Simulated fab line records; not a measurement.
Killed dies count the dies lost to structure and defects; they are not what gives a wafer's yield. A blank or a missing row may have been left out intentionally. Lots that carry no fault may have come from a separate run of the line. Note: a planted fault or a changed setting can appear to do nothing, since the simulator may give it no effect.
Code-filled problem report in 8D (eight disciplines) form    flow nand harc    the parts of the form that need people (team, actions taken, sign-off) are left out

## 1. PROBLEM STATEMENT
At NHARC_P_M2_ETCH_15, run length s averages 99.6 s over 3 wafers from 2 lots, while fault-free wafers read 112.6 s, standard deviation 0.39. That is -33 standard deviations from the usual mean.
The step: etches the open film in C4F8/Ar, target depth 182.5 nm, time 91.2 s.
Seen first at day 11 01:07 on rie diel-13, wafer L320.4. The record has a number at this step for 42 wafers belonging to 14 lots. By rule, "out" or "out of limits" means more than 4 standard deviations away from the usual mean. The other wafers with a number count as sound.

## 2. WHAT IT IS, AND WHAT IT ISN'T
question                     is                      is not
which readings at this step  run length s            oes product au, rf vpp V
which lots                   L320, L321              L310, L311, L312, L314, L324, L326, L327, L328, L329, L330, L331, L332
which wafers of those lots   L320.4, L321.4, L321.6  L320.2, L320.3, L321.1
read on which tools          rie diel-13             rie diel-02, rie diel-10
when                         from day 11 01:07       up to then (14 sound wafers); but 25 sound wafers of L321, L324, L326, L327, L328, L329, L330, L331, L332 came after

## 3. THE SUSPECTS, EACH WITH WHAT RULES IT OUT
Counting: if a tool at a process step up to the reading ran every lot that is out, it stays a suspect. Sound lots after the first of them don't rule it out here, since some wafers of a struck lot are sound.
- rie diel-13 at NHARC_P_M2_DESCUM_14 (chemistry O2, time 3 s): kept. It processed each lot that is out (first: L320, day 11 00:56); up to then, its last sound lot is L314 (day 8 08:47).
- rie diel-13 at NHARC_P_M2_ETCH_15 (etches the open film in C4F8/Ar, target depth 182.5 nm, time 91.2 s): kept. It processed each lot that is out (first: L320, day 11 01:07); up to then, its last sound lot is L314 (day 8 08:58). On those wafers its own readings are out: run length s.
What counting leaves: rie diel-13 at NHARC_P_M2_DESCUM_14 and rie diel-13 at NHARC_P_M2_ETCH_15.

## 4. THE CAUSE (what the simulator had put in)
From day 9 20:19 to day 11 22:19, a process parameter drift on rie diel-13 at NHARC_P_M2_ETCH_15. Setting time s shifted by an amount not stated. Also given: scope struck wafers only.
This tool is one of the 2 suspects left after counting.

## 5. THE CHAIN OF EFFECTS, in route order
Rows list readings where the struck wafers' mean (over those with a number) sits beyond 3 standard deviations from the usual. Readings are gone through only where the record gives a usual standard deviation; hours: the median, over the lots, of the time from a lot's start at the first step in this table giving one to that lot's start at this step; sigmas: the change measured in usual standard deviations.
hours  step                reading       usual    on struck wafers  change  sigmas
0      NHARC_P_M2_ETCH_15  run length s  112.6 s  99.6              -13.0   -33
Here are the process steps it includes:
- NHARC_P_M2_ETCH_15: etches the open film in C4F8/Ar, target depth 182.5 nm, time 91.2 s.

## 6. WHAT WOULD HAVE CAUGHT IT SOONER
29 hours passed between the start of the fault at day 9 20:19 and the first reading out of limits in this record, taken at day 11 01:07.
